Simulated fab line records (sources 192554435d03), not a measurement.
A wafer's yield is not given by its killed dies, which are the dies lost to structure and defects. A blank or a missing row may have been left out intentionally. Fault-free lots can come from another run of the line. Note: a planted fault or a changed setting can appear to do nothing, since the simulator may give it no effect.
Chamber matching / flow n5Finfet / N5_BEOL_M2_DESCUM_16 on rieDiel-04: 4 sister chambers
The step chemistry O2, time 7 s. 8 wafers are shown with their chamber, then 10 later ones without.

## WAFERS PAIRED WITH THEIR CHAMBERS
wafer=L075.1; chamber=3; drypumpMotorCurrentA (A)=5.6; showerheadPlenumPTorr (Torr)=1.99
wafer=L082.2; chamber=3; drypumpMotorCurrentA (A)=5.6; showerheadPlenumPTorr (Torr)=1.99
wafer=L082.6; chamber=0; drypumpMotorCurrentA (A)=5.6; showerheadPlenumPTorr (Torr)=2.07
wafer=L091.1; chamber=2; drypumpMotorCurrentA (A)=6.5; showerheadPlenumPTorr (Torr)=2.22
wafer=L091.5; chamber=1; drypumpMotorCurrentA (A)=5.6; showerheadPlenumPTorr (Torr)=2.06
wafer=L091.6; chamber=0; drypumpMotorCurrentA (A)=5.6; showerheadPlenumPTorr (Torr)=2.06
wafer=L093.1; chamber=1; drypumpMotorCurrentA (A)=5.5; showerheadPlenumPTorr (Torr)=2.06
wafer=L093.2; chamber=2; drypumpMotorCurrentA (A)=6.5; showerheadPlenumPTorr (Torr)=2.22

## WAFERS WITHOUT THEIR CHAMBER
wafer=L093.4; drypumpMotorCurrentA (A)=5.6; showerheadPlenumPTorr (Torr)=1.98
wafer=L096.1; drypumpMotorCurrentA (A)=5.6; showerheadPlenumPTorr (Torr)=2.06
wafer=L096.2; drypumpMotorCurrentA (A)=6.5; showerheadPlenumPTorr (Torr)=2.21
wafer=L096.3; drypumpMotorCurrentA (A)=5.6; showerheadPlenumPTorr (Torr)=1.98
wafer=L096.4; drypumpMotorCurrentA (A)=5.6; showerheadPlenumPTorr (Torr)=1.98
wafer=L096.5; drypumpMotorCurrentA (A)=5.6; showerheadPlenumPTorr (Torr)=2.06
wafer=L096.6; drypumpMotorCurrentA (A)=6.5; showerheadPlenumPTorr (Torr)=2.21
wafer=L097.3; drypumpMotorCurrentA (A)=5.5; showerheadPlenumPTorr (Torr)=2.06
wafer=L097.4; drypumpMotorCurrentA (A)=6.5; showerheadPlenumPTorr (Torr)=2.21
wafer=L097.5; drypumpMotorCurrentA (A)=5.6; showerheadPlenumPTorr (Torr)=2.06

## WHICH CHAMBER EACH WENT THROUGH
wafer=L093.4; from the rows above=3; in truth=3
wafer=L096.1; from the rows above=can't be placed: 0 or 1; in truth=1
wafer=L096.2; from the rows above=2; in truth=2
wafer=L096.3; from the rows above=3; in truth=3
wafer=L096.4; from the rows above=3; in truth=3
wafer=L096.5; from the rows above=can't be placed: 0 or 1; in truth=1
wafer=L096.6; from the rows above=2; in truth=2
wafer=L097.3; from the rows above=can't be placed: 1 or 0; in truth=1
wafer=L097.4; from the rows above=2; in truth=2
wafer=L097.5; from the rows above=can't be placed: 0 or 1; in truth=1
Correctly placed: 6 of 10. Can't be placed from these rows: 4 (the true chamber is among the candidates in 4). 0 placed wrongly.
How it was worked out, from the rows above alone: a wafer's distance from a chamber is the root of the sum, over the readings, of the square of ((its reading less the chamber's mean) divided by the reading's scatter). The wafer belongs to the nearest chamber; if the next one is less than 2 further off, it can't be placed. A chamber's mean is the mean of its shown wafers. The scatter: take each reading less its chamber's mean, square it, sum over the shown wafers, divide by the number of wafers less the number of chambers, and take the root.
